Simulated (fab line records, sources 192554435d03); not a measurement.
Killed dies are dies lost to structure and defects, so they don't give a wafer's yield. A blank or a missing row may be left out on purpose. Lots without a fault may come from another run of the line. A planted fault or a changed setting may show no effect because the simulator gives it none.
Chamber matching | flow n5_finfet | N5_HKMG_FIN_ALD_74 on ald_hk-02: 4 sister chambers
The step deposits La2O3, target thk 0.5 nm, pulse time 6 s, co reactant pulse time 1 s. 4 wafers are shown with their chamber, then 7 later ones without.

WAFERS WITH THEIR CHAMBER
wafer  | chamber | heater_power_w (W)
L081.3 | 3       | 404
L081.6 | 2       | 320
L082.2 | 1       | 339
L082.3 | 0       | 302

WAFERS WITHOUT THEIR CHAMBER
wafer  | heater_power_w (W)
L082.5 | 318
L091.1 | 416
L091.2 | 330
L091.4 | 320
L092.2 | 421
L092.4 | 334
L092.5 | 409

WHICH CHAMBER EACH WENT THROUGH
wafer  | from the rows above     | in truth
L082.5 | can't be placed: 2 or 0 | 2
L091.1 | 3                       | 3
L091.2 | can't be placed: 1 or 2 | 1
L091.4 | can't be placed: 2 or 0 | 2
L092.2 | 3                       | 3
L092.4 | can't be placed: 1 or 2 | 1
L092.5 | 3                       | 3
Placed correctly: 3 of 7. Can't be placed from these rows: 4 (the true chamber is among the candidates in 4). Placed wrongly: 0.
How it was worked out, from the rows above alone: a wafer's distance from a chamber is the root of the sum, over the readings, of the square of ((its reading less the chamber's mean) divided by the reading's scatter). The wafer belongs to the nearest chamber; if the next one is less than 2 further off, it can't be placed. A chamber's mean is the mean of its shown wafers. The scatter: with one shown wafer a chamber, the root of the mean of the squares of how far each hidden wafer lies from its nearest shown one.
